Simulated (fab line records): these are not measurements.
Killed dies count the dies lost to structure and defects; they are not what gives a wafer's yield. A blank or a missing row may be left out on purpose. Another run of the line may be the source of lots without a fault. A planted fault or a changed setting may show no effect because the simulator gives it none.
fab line records	flow nand-harc
record: lots: 5	wafers: 15	last-day: 25
route steps=1159 shown THIN_TSV@1116 END@1159
lots with no fault: from the same line, run without faults
start-h: hours from the record's opening day to when the first of the lot's shown wafers began	wait-h: hours from the lot's prior step to this one	" unchanged from the row above	L1.1+2: a row that stands for several wafers	- no value present, or no start provided	* or withheld: withheld	< > ~ a bound
route shown NAME@n: names a module that has steps shown in the file, with the first one's number in the route	usual: mean and standard deviation over wafers with no fault	same: alike in all rows	chamber/n: place in a boat	sites: readings site by site	_std_site: standard deviation across them	_edge_site: the outer-site mean with the inner-site mean subtracted	radius-mm: how far each site lies from the wafer's centre	mask NAME#n: copy n	behind: the tool/chamber that last shaped the wafer	hold: what put the lot on hold/how long, in hours/how the hold closed	device: whichever transistor did not switch (one of n, p or np)	end of line: at the end of the route, the tests of the same wafers	where a step has no rows: the recipe by itself	killed: dies that structure and defects cost at the first sort, which is not the same as the wafer's yield	map: the dies of a wafer, with x for killed, . for not killed, _ for no die there
set.NAME: the run value of the setting; set.NAME@STEP: its run value at that earlier step	model.NAME: the simulator's own value behind a step, which no gauge read
lots seen at some steps along the route; tables by step, rows by wafer
services: when a tool's chamber went out of use (start-h, in hours from the record's first day, below 0 if earlier), for how many hours, and the reason
== steps ==
step: NHARC_THIN_TSV_CD_MEAS_12
recipe: target-cd-nm: 1000	landing-energy-ev: 500
usual: cd-nm: 999.7/1.5
same: landing-energy-ev: 500
lot.wafer	tool	chamber	start-h	wait-h	cd-nm
L844.2	cd-sem-01	0	422.93	-	997.4
L844.3	"	0	"	"	998.0
L844.6	"	0	"	"	998.5
L845.1	cd-sem-02	0	426.98	-	998.2
L845.3	"	0	"	"	998.3
L845.5	"	0	"	"	997.4
L852.1	cd-sem-01	0	467.51	-	998.4
L852.4	"	0	"	"	998.0
L852.5	"	0	"	"	998.5
L860.2	cd-sem-03	0	534.10	-	1001.3
L860.4	"	0	"	"	1002.0
L860.5	"	0	"	"	1001.5
L866.1	cd-sem-03	0	576.36	-	1000.4
L866.2	"	0	"	"	1000.1
L866.6	"	0	"	"	1000.5
step: NHARC_THIN_TSV_HARDBAKE_13
recipe: temp-c: 125	time-s: 80
step: NHARC_THIN_TSV_DESCUM_14
recipe: time-s: 3	o2-flow-sccm: 200	ar-flow-sccm: 0	bias-power-w: 0	chemistry: O2
usual: drypump-motor-current-A: 5.7/0.52	oes-product-au: 1.000/0.0072	rf-vpp-V: 57.7/0.97	showerhead-plenum-p-Torr: 1.90/0.083	throttle-valve-pct: 11.312/0.0096
same: time-s: 3
lot.wafer	tool	chamber	start-h	wait-h	drypump-motor-current-A	oes-product-au	rf-hours-counter-h	rf-vpp-V	showerhead-plenum-p-Torr	throttle-valve-pct
L844.2	rie-diel-12	0	423.09	-	5.9	0.998	3	57.4	1.78	11.308
L844.3	"	2	"	"	6.5	0.998	2	58.2	2.00	11.303
L844.6	"	3	"	"	6.4	1.011	-	57.6	1.96	11.320
L845.1	rie-diel-05	2	427.14	-	6.1	0.995	5	57.9	1.92	11.309
L845.3	"	1	"	"	5.1	0.998	5	57.5	1.80	11.324
L845.5	"	3	"	"	5.7	1.003	-	56.2	2.05	11.309
L852.1	rie-diel-09	2	467.68	-	6.5	1.002	3	57.3	1.83	11.310
L852.4	"	0	"	"	5.1	0.992	4	58.5	2.02	11.312
L852.5	"	2	"	"	6.5	0.997	-	57.6	1.83	11.317
L860.2	rie-diel-09	0	534.26	-	5.1	0.984	9	56.9	2.01	11.303
L860.4	"	3	"	"	5.4	1.002	10	57.0	1.92	11.290
L860.5	"	0	"	"	5.1	0.988	-	59.2	2.02	11.324
L866.1	rie-diel-09	3	576.52	-	5.4	1.001	14	57.8	1.92	11.314
L866.2	"	0	"	"	5.1	0.998	13	57.5	2.01	11.308
L866.6	"	3	"	"	5.4	1.003	-	56.2	1.92	11.315
step: NHARC_THIN_TSV_ETCH_44
recipe: target-depth-a: 15942	time-s: 797.1	cf4-flow-sccm: 150	o2-flow-sccm: 10	ar-flow-sccm: 0	rf-w: 300	bias-w: 800	chemistry: CF4/O2
step: NHARC_THIN_TSV_ETCH_15
recipe: target-depth-a: 30000	bosch-target-overetch-cycles: 2	bosch-etch-step-s: 2.8	bosch-dep-step-s: 1.2	bosch-cycles: 14
step: NHARC_THIN_TSV_CD_MEAS_16
usual: cd-nm: 999.6/1.6
lot.wafer	tool	chamber	start-h	wait-h	cd-nm
L844.2	cd-sem-02	-	423.89	0.1	997.5
L844.3	"	-	"	"	997.0
L844.6	"	-	"	"	998.5
L845.1	cd-sem-02	-	427.96	0.1	998.2
L845.3	"	-	"	"	998.9
L845.5	"	-	"	"	997.8
L852.1	cd-sem-01	-	468.48	0.1	998.5
L852.4	"	-	"	"	998.6
L852.5	"	-	"	"	997.5
L860.2	cd-sem-03	-	535.07	0.1	1001.2
L860.4	"	-	"	"	1001.8
L860.5	"	-	"	"	1001.4
L866.1	cd-sem-02	-	577.32	0.1	999.7
L866.2	"	-	"	"	999.5
L866.6	"	-	"	"	1000.3
step: NHARC_THIN_TSV_STRIP_45
recipe: power-w: 1500	temp-c: 250	chemistry: O2
step: NHARC_THIN_TSV_STRIP_46
recipe: time-s: 1200	temp-c: 72.5	chemistry: post-etch-residue-remover
step: NHARC_THIN_TSV_DEP_47
recipe: target-thk-a: 2000	temp-c: withheld	pressure-torr: 6.5	rf-w: 900	teos-flow-sccm: 161.4	flow-sccm: 2650	target-thk-nm: 200	gas: O2	material: SiO2
step: NHARC_THIN_TSV_ETCHBACK_48
recipe: target-depth-a: 10285	over-etch-frac: 0.3	time-s: 405.17	ion-energy-ev: 250	c4f8-flow-sccm: withheld	ar-flow-sccm: withheld	rf-w: 600	bias-w: 300	chemistry: C4F8/Ar
step: NHARC_THIN_TSV_STRIP_62
recipe: power-w: 1500	temp-c: 250	time-s: 20	chemistry: N2/H2
step: NHARC_THIN_TSV_DEGAS_49
recipe: temp-c: 300	time-s: 120
step: NHARC_THIN_TSV_PRE_CLEAN_50
recipe: time-s: 30	temp-c: 280	gas: H2/He
usual: heater-power-w: 412/34
same: time-s: 30
lot.wafer	tool	chamber	start-h	wait-h	heater-power-w
L844.3	pvd-sputter-02	-	425.80	-	373
L844.2	"	-	"	"	404
L844.6	"	-	"	"	482
L845.3	pvd-sputter-01	-	429.86	-	399
L845.1	"	-	"	"	433
L845.5	"	-	"	"	436
L852.1	pvd-sputter-01	-	470.44	-	362
L852.4	"	-	"	"	452
L852.5	"	-	"	"	360
L860.2	pvd-sputter-02	-	536.97	-	421
L860.4	"	-	"	"	486
L860.5	"	-	"	"	400
L866.2	pvd-sputter-03	-	579.22	-	391
L866.1	"	-	"	"	438
L866.6	"	-	"	"	418
step: NHARC_THIN_TSV_PVD_19
recipe: target-thk-a: 200	chamber-pressure-pa: 5	material: TaN
step: NHARC_THIN_TSV_PVD_51
recipe: target-thk-a: 1000	chamber-pressure-pa: 5	material: Cu
step: NHARC_THIN_TSV_ECD_20
recipe: target-thk-a: 20000	material: Cu
step: NHARC_THIN_TSV_ANNEAL_52
recipe: temp-c: 225	time-s: 90
usual: wafer_temp_C_max: 226.0/0.46
same: time-s: 90
lot.wafer	tool	chamber	start-h	wait-h	wafer_temp_C_max
L844.2	rtp-anneal-02	0	426.95	0.7	225.9
L844.3	"	0	"	"	225.8
L844.6	"	0	"	"	225.5
L845.1	rtp-anneal-01	0	430.95	0.5	225.8
L845.3	"	0	"	"	226.2
L845.5	"	0	"	"	226.5
L852.1	rtp-anneal-02	0	471.56	0.5	225.7
L852.4	"	0	"	"	225.7
L852.5	"	0	"	"	225.6
L860.2	rtp-anneal-01	0	538.14	0.6	226.0
L860.4	"	0	"	"	226.5
L860.5	"	0	"	"	226.3
L866.1	rtp-anneal-02	0	580.34	0.7	225.6
L866.2	"	0	"	"	225.5
L866.6	"	0	"	"	225.6
step: NHARC_THIN_TSV_CMP_21
recipe: t-overpolish-s: 30	target-thk-nm: 2000
step: NHARC_THIN_TSV_SRD_23
step: NHARC_THIN_TSV_DEGAS_53
recipe: temp-c: 300	time-s: 60
usual: heater-power-w: 469/39
same: time-s: 60
lot.wafer	tool	chamber	start-h	wait-h	heater-power-w
L844.2	pvd-sputter-01	-	427.71	0.1	519
L844.3	"	-	"	"	424
L844.6	"	-	"	"	417
L845.1	pvd-sputter-03	-	431.75	0.1	436
L845.3	"	-	"	"	471
L845.5	"	-	"	"	479
L852.4	pvd-sputter-02	-	472.38	0.1	490
L852.1	"	-	"	"	433
L852.5	"	-	"	"	454
L860.4	pvd-sputter-02	-	538.91	0.1	449
L860.2	"	-	"	"	549
L860.5	"	-	"	"	456
L866.2	pvd-sputter-01	-	581.14	0.1	434
L866.1	"	-	"	"	408
L866.6	"	-	"	"	448
step: NHARC_THIN_TSV_PRE_CLEAN_54
recipe: time-s: 30	temp-c: 280	gas: H2/He
usual: heater-power-w: 412/33
same: time-s: 30
lot.wafer	tool	chamber	start-h	wait-h	heater-power-w
L844.3	pvd-sputter-01	-	427.78	0.0	434
L844.2	"	-	"	"	389
L844.6	"	-	"	"	442
L845.1	pvd-sputter-03	-	431.82	0.1	382
L845.3	"	-	"	"	383
L845.5	"	-	"	"	413
L852.4	pvd-sputter-02	-	472.46	0.1	367
L852.1	"	-	"	"	417
L852.5	"	-	"	"	479
L860.2	pvd-sputter-02	-	538.99	0.1	376
L860.4	"	-	"	"	477
L860.5	"	-	"	"	397
L866.2	pvd-sputter-01	-	581.22	0.1	384
L866.1	"	-	"	"	462
L866.6	"	-	"	"	395
step: NHARC_THIN_TSV_PVD_55
recipe: target-thk-a: 500	material: TiN
step: NHARC_THIN_TSV_PVD_24
recipe: target-thk-a: 8000	power-w: withheld	chamber-pressure-pa: withheld	substrate-temp-c: withheld	time-s: withheld	gas: Ar	material: Al
step: NHARC_THIN_TSV_DEHYDRATE_25
recipe: temp-c: 150	time-s: 120
step: NHARC_THIN_TSV_HMDS_26
recipe: time-s: 30
step: NHARC_THIN_TSV_COAT_27
recipe: spin-rpm: *
step: NHARC_THIN_TSV_SOFTBAKE_28
recipe: temp-c: 122	time-s: 95
step: NHARC_THIN_TSV_EBR_29
step: NHARC_THIN_TSV_EXPOSE_30
recipe: na: 0.55	dose-mj: 11.47	mask-id: PAD
step: NHARC_THIN_TSV_PEB_31
recipe: peb-temp-c: 118	peb-time-s: 85
step: NHARC_THIN_TSV_DEVELOP_32
recipe: time-s: 70
step: NHARC_THIN_TSV_CD_MEAS_33
recipe: target-cd-nm: 5000	landing-energy-ev: 500
usual: cd-nm: 5000.2/1.2
same: landing-energy-ev: 500
lot.wafer	tool	chamber	start-h	wait-h	cd-nm
L844.2	cd-sem-01	0	428.85	-	5000.6
L844.3	"	0	"	"	5000.0
L844.6	"	0	"	"	5000.5
L845.1	cd-sem-01	0	432.77	-	5000.5
L845.3	"	0	"	"	4999.7
L845.5	"	0	"	"	4999.4
L852.1	cd-sem-01	0	473.41	-	4999.0
L852.4	"	0	"	"	4999.5
L852.5	"	0	"	"	4998.4
L860.2	cd-sem-03	0	540.03	-	4997.1
L860.4	"	0	"	"	4999.9
L860.5	"	0	"	"	4999.8
L866.1	cd-sem-01	0	582.16	-	4997.4
L866.2	"	0	"	"	4998.4
L866.6	"	0	"	"	4998.8
step: NHARC_THIN_TSV_HARDBAKE_34
recipe: temp-c: 125	time-s: 80
step: NHARC_THIN_TSV_DESCUM_35
recipe: time-s: 3	o2-flow-sccm: 200	ar-flow-sccm: 0	bias-power-w: 0	chemistry: O2
step: NHARC_THIN_TSV_ETCH_59
recipe: target-depth-a: 8800	icp-w: 900	bias-w: 100	Cl2_flow_sccm: 60	bcl3-flow-sccm: 30	time-s: 138.1	chemistry: Cl2/BCl3
step: NHARC_THIN_TSV_ETCH_36
recipe: target-depth-a: 650	over-etch-frac: 0.3	time-s: 18.571	ion-energy-ev: 150	chemistry: Cl2/BCl3
usual: drypump-motor-current-A: 5.8/0.57	oes-product-au: 1.001/0.008
same: time-s: 18.571
lot.wafer	tool	chamber	start-h	wait-h	drypump-motor-current-A	oes-product-au	rf-hours-counter-h
L844.2	rie-metal-02	1	429.42	0.2	5.8	1.004	1.1
L844.3	"	1	"	"	5.8	0.989	-
L844.6	"	0	"	"	5.0	0.990	-
L845.1	rie-metal-03	0	433.32	0.2	6.5	1.011	4.4
L845.3	"	1	"	"	5.4	1.005	-
L845.5	"	1	"	"	5.3	0.999	-
L852.1	rie-metal-01	1	473.99	0.2	5.5	1.018	3.9
L852.4	"	1	"	"	5.5	1.012	-
L852.5	"	0	"	"	6.4	1.008	-
L860.2	rie-metal-03	0	540.59	0.2	6.5	0.994	2.3
L860.4	"	0	"	"	6.6	0.996	-
L860.5	"	0	"	"	6.6	1.008	-
L866.1	rie-metal-01	0	582.70	0.2	6.4	1.003	2.0
L866.2	"	1	"	"	5.5	1.003	2.0
L866.6	"	0	"	"	6.5	1.000	-
step: NHARC_THIN_TSV_STRIP_56
recipe: power-w: 1500	temp-c: 250	chemistry: O2
step: NHARC_THIN_TSV_STRIP_57
recipe: time-s: 1200	temp-c: 72.5	chemistry: post-etch-residue-remover
step: NHARC_THIN_TSV_CD_MEAS_37
usual: cd-nm: 4999.9/2.2
lot.wafer	tool	chamber	start-h	wait-h	cd-nm
L844.2	cd-sem-02	-	430.33	-	4998.4
L844.3	"	-	"	"	4997.6
L844.6	"	-	"	"	4999.2
L845.1	cd-sem-02	-	434.22	-	4998.7
L845.3	"	-	"	"	4999.2
L845.5	"	-	"	"	4997.1
L852.1	cd-sem-02	-	474.94	-	4996.6
L852.4	"	-	"	"	4997.2
L852.5	"	-	"	"	4996.9
L860.2	cd-sem-03	-	541.48	-	4998.6
L860.4	"	-	"	"	5001.6
L860.5	"	-	"	"	5001.8
L866.1	cd-sem-02	-	583.77	-	4997.1
L866.2	"	-	"	"	4997.4
L866.6	"	-	"	"	4999.0
step: NHARC_THIN_TSV_ANNEAL_58
recipe: temp-c: 400	time-s: 1800
step: NHARC_END_SORT_01
recipe: temp-c: 25
usual: defect-limited-yield: 95.6/1.7	killed-at-array: 27/11	killed-at-other: 0.7/0.93	killed-at-periphery: 2.9/1.9	killed-dies: 30/11	killed-open: 3.1/1.7	killed-short: 1.9/1.3	sort_bin_2_pct: 1.4/0.68	sort_bin_3_pct: 0.28/0.25	sort_bin_4_pct: 2.8/1.1	sort-n-pass: 647/11	sort-rim-yield-pct: 95.4/2.7	sort-yield-pct: 95.6/1.7
same: gross-dies: 677	sort_bin_5_pct[%]: 0	sort_bin_6_pct[%]: 0	sort_bin_7_pct[%]: 0	sort_bin_8_pct[%]: 0	sort-rim-n-gross: 106.00
lot.wafer	tool	chamber	start-h	wait-h	defect-limited-yield[%]	killed-at-array	killed-at-other	killed-at-periphery	killed-dies	killed-open	killed-short	sort_bin_2_pct[%]	sort_bin_3_pct[%]	sort_bin_4_pct[%]	sort-n-pass	sort-rim-yield-pct[%]	sort-yield-pct[%]
L844.2	prober-02	0	437.83	2.8	97.2	17	1	1	19	3	2	0.4	0	2.4	658	98.1	97.2
L844.3	prober-02	0	438.63	3.1	96.8	18	0	4	22	5	1	0.7	0.30	2.2	655	94.3	96.8
L844.6	prober-02	0	441.04	4.0	97.9	11	0	3	14	0	2	1.0	0.30	0.7	663	97.2	97.9
L845.1	prober-01	0	444.39	2.5	94.7	31	0	5	36	3	0	1.6	0.59	3.1	641	94.3	94.7
L845.3	prober-01	0	445.99	3.1	91.3	54	0	5	59	8	3	2.8	0.30	5.6	618	90.6	91.3
L845.5	prober-01	0	447.58	3.7	93.6	38	0	5	43	1	3	2.1	0.44	3.8	634	88.7	93.6
L860.2	prober-01	0	550.39	2.8	83.5	22	87	3	112	5	3	7.1	3.69	5.8	565	89.6	83.5
L860.4	prober-01	0	551.97	3.4	94.4	37	1	0	38	2	1	2.1	0.89	2.7	639	94.3	94.4
L860.5	prober-01	0	552.76	3.7	96.2	23	0	3	26	2	1	1.0	0	2.8	651	96.2	96.2
L866.1	prober-02	0	598.03	2.5	95.3	31	0	1	32	4	1	1.2	0.59	3.0	645	91.5	95.3
L866.2	prober-02	0	598.82	2.8	93.8	38	0	4	42	2	3	1.5	0	4.7	635	95.3	93.8
L866.6	prober-02	0	601.98	3.9	93.9	38	0	3	41	3	1	2.2	0	3.8	636	96.2	93.9
killed by level:class
L844.2 A_STAIRCASE:chamber-film-flake=7 A_M0:geometric-particle:open=3 A_CHANNEL_HOLE_D1:chamber-film-flake=2 A_CHANNEL_FILL_D1:geometric-particle:short=1 A_CONTACT:geometric-particle:short=1 P_M2:chamber-film-flake=1 A_CHANNEL_FILL_D1:chamber-film-flake=1 A_SLIT:chamber-film-flake=1
L844.3 A_STAIRCASE:chamber-film-flake=7 P_M2:chamber-film-flake=2 A_ZERO_WELL:chamber-film-flake=2 A_CONTACT:chamber-film-flake=2 P_CONTACT:geometric-particle:open=1 P_M0:geometric-particle:open=1 A_ONON_D1:geometric-particle:short=1 A_ONON_D1:geometric-particle:open=1
L844.6 A_STAIRCASE:chamber-film-flake=5 P_STI:chamber-film-flake=3 A_CHANNEL_HOLE_D1:chamber-film-flake=2 A_SGD_CUT:geometric-particle:short=1 A_WL_FILL:geometric-particle:short=1 A_ZERO_WELL:chamber-film-flake=1 A_SLIT:chamber-film-flake=1
L845.1 A_CHANNEL_HOLE_D1:chamber-film-flake=15 A_SLIT:chamber-film-flake=8 A_STAIRCASE:chamber-film-flake=7 P_STI:chamber-film-flake=3 P_CONTACT:geometric-particle:open=1 P_M0:geometric-particle:open=1 A_CONTACT:geometric-particle:open=1
L845.3 A_CHANNEL_HOLE_D1:chamber-film-flake=26 A_SLIT:chamber-film-flake=12 A_STAIRCASE:chamber-film-flake=5 A_WL_FILL:geometric-particle:open=2 A_M0:geometric-particle:open=2 P_GATE:chamber-film-flake=2 A_CONTACT:chamber-film-flake=2 P_GATE:geometric-particle:open=1
L845.5 A_CHANNEL_HOLE_D1:chamber-film-flake=17 A_SLIT:chamber-film-flake=11 P_GATE:chamber-film-flake=3 A_STAIRCASE:chamber-film-flake=3 A_CONTACT:chamber-film-flake=3 P_STI:chamber-film-flake=2 A_ONON_D1:geometric-particle:short=1 A_CHANNEL_FILL_D1:geometric-particle:short=1
L860.2 THIN_TSV:unspecified=87 A_CHANNEL_HOLE_D1:chamber-film-flake=6 A_SLIT:chamber-film-flake=6 A_CONTACT:geometric-particle:open=2 A_CONTACT:chamber-film-flake=2 A_M1:chamber-film-flake=2 P_CONTACT:geometric-particle:open=1 P_M0:geometric-particle:short=1
L860.4 A_SLIT:chamber-film-flake=15 A_M1:chamber-film-flake=10 A_CHANNEL_HOLE_D1:chamber-film-flake=7 A_CONTACT:chamber-film-flake=2 A_ONON_D1:geometric-particle:short=1 A_ONON_D1:geometric-particle:open=1 A_M0:geometric-particle:open=1 THIN_TSV:chamber-film-flake=1
L860.5 A_SLIT:chamber-film-flake=13 A_M1:chamber-film-flake=4 A_CHANNEL_HOLE_D1:chamber-film-flake=3 A_CONTACT:chamber-film-flake=2 P_GATE:geometric-particle:open=1 P_M0:geometric-particle:open=1 A_ONON_D1:geometric-particle:short=1 P_STI:chamber-film-flake=1
L866.1 A_SLIT:chamber-film-flake=13 A_CHANNEL_HOLE_D1:chamber-film-flake=7 A_M0:chamber-film-flake=4 A_CONTACT:geometric-particle:open=2 A_ZERO_WELL:chamber-film-flake=2 P_CONTACT:geometric-particle:open=1 A_ONON_D1:geometric-particle:open=1 A_ONON_D1:geometric-particle:short=1
L866.2 A_SLIT:chamber-film-flake=18 A_CONTACT:chamber-film-flake=8 A_CHANNEL_HOLE_D1:chamber-film-flake=4 A_STAIRCASE:chamber-film-flake=3 P_GATE:chamber-film-flake=2 A_M0:chamber-film-flake=2 P_M0:geometric-particle:open=1 P_M0:geometric-particle:short=1
L866.6 A_SLIT:chamber-film-flake=14 A_CHANNEL_HOLE_D1:chamber-film-flake=9 A_M0:chamber-film-flake=6 A_CONTACT:chamber-film-flake=4 P_GATE:chamber-film-flake=2 P_M0:geometric-particle:open=1 A_CHANNEL_FILL_D1:geometric-particle:open=1 A_CHANNEL_FILL_D1:geometric-particle:short=1
map L860.2 (x killed, . not)
____________.____________
_________xxx.x.._________
_______xxx.xxx...._______
______..xxxx.......______
_____.xx.xxxxx......_____
____..xxxxxxxx.......____
____.xxxxxxxxx.......____
___...xxxxxxxxx.......___
___...xxxxxxx.x...x...___
__....xxxxxxxxx........__
__....xxxxxxxx.........__
_......xxxxxx.x........._
_......xxxxxxx.........._
_......xxxxxx..........._
_........xx............._
_........x.x............_
.........................
..x.x.....xx.............
...........x.............
..x.....................x
.x.......................
_......................._
_x......................_
_........x......x......._
_....................x.._
_......................._
__.....................__
__.............x.......__
___...................___
___...................___
____.................____
____.................____
_____..............._____
______x..x.........______
_______..........._______
_________......._________
____________.____________
map L844.3 (x killed, . not)
____________x____________
_________......._________
_______..........._______
______.............______
_____....x.x......x._____
____................x____
____.................____
___.x.................___
___...................___
__.....................__
__.....................__
_......................._
_.x......x.............._
_.x.......x............._
_.........x............._
_......................._
.........................
........................x
.........x...............
..x.......x..............
.................xx......
_.........x............._
_.......x..............._
_......................._
_......................._
_......................._
__.....................__
__......x..............__
___...................___
___...................___
____.................____
____.................____
_____.x............._____
______.............______
_______.x........._______
_________......._________
____________.____________
== services ==
tool	chamber	start-h	hours	kind
rie-diel-09	0	410.35	-	clean
rie-diel-09	-	431.12	9.0	pm
rie-diel-05	-	433.74	21.9	repair
pvd-sputter-01	-	441.71	2.4	repair
rie-metal-03	-	453.00	9.0	pm
rie-diel-09	1	453.67	8.4	repair
pvd-sputter-03	-	458.04	10.0	pm
rie-diel-12	2	462.04	9.5	repair
rie-metal-02	0	463.38	11.6	repair
rie-diel-05	3	467.74	11.9	repair
rie-diel-12	0	471.20	8.2	repair
rie-metal-02	1	481.82	20.4	repair
rie-diel-05	-	505.84	0.2	repair
pvd-sputter-03	-	506.48	1.1	repair
rie-metal-01	-	509.00	9.0	pm
pvd-sputter-01	-	514.00	10.0	pm
rie-diel-05	-	517.60	9.0	pm
rie-diel-09	-	520.22	0.5	repair
rie-diel-05	3	542.78	1.8	repair
rie-diel-12	-	556.40	9.0	pm
rie-metal-02	-	565.00	9.0	pm
pvd-sputter-02	-	571.13	10.0	pm
pvd-sputter-01	-	571.94	3.1	repair
pvd-sputter-03	-	576.73	1.8	repair
== key ==
first-sign: step: NHARC_END_SORT_01	reading: killed-at-other	direction: up	sigmas: 86	usual: 0.7	struck: 87
effect: step: NHARC_END_SORT_01	reading: defect-limited-yield	direction: down	sigmas: 7.3	usual: 95.6	struck: 83.5
more-kills-born-at: NHARC_THIN_TSV_PRE_CLEAN_50@pvd-sputter-02: 87
met-at NHARC_THIN_TSV_PRE_CLEAN_50
struck-wafers L860.2
fault: kind: chamber-particle-source	tool: pvd-sputter-02	chamber: -	onset-h: 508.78	steps: NHARC_THIN_TSV_PRE_CLEAN_50	rate-per-visit-cm2: 0.70946	end-h: 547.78	scope: struck-wafers-only
